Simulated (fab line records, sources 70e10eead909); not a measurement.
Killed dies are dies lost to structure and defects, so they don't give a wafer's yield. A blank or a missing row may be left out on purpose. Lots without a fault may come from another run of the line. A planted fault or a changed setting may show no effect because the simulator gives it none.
Chamber matching | flow nand_harc | NHARC_P_GATE_DESCUM_61 on rie_diel-08: 4 sister chambers
The step chemistry O2, time 3 s. 4 wafers are shown with their chamber, then 10 later ones without.

WAFERS WITH THEIR CHAMBER
wafer  | chamber | showerhead_plenum_p_Torr (Torr)
L082.6 | 1       | 1.85
L084.4 | 3       | 1.93
L084.6 | 0       | 2.04
L087.5 | 2       | 1.83

WAFERS WITHOUT THEIR CHAMBER
wafer  | showerhead_plenum_p_Torr (Torr)
L087.6 | 1.93
L094.1 | 1.82
L094.2 | 2.04
L094.4 | 1.85
L096.2 | 1.82
L096.4 | 1.85
L096.6 | 2.03
L097.2 | 1.82
L097.4 | 2.03
L097.6 | 1.93

WHICH CHAMBER EACH WENT THROUGH
wafer  | from the rows above | in truth
L087.6 | 3                   | 3
L094.1 | 2                   | 2
L094.2 | 0                   | 0
L094.4 | 1                   | 1
L096.2 | 2                   | 2
L096.4 | 1                   | 1
L096.6 | 0                   | 0
L097.2 | 2                   | 2
L097.4 | 0                   | 0
L097.6 | 3                   | 3
Placed correctly: 10 of 10. Can't be placed from these rows: 0. Placed wrongly: 0.
How it was worked out, from the rows above alone: a wafer's distance from a chamber is the root of the sum, over the readings, of the square of ((its reading less the chamber's mean) divided by the reading's scatter). The wafer belongs to the nearest chamber; if the next one is less than 2 further off, it can't be placed. A chamber's mean is the mean of its shown wafers. The scatter: with one shown wafer a chamber, the root of the mean of the squares of how far each hidden wafer lies from its nearest shown one.
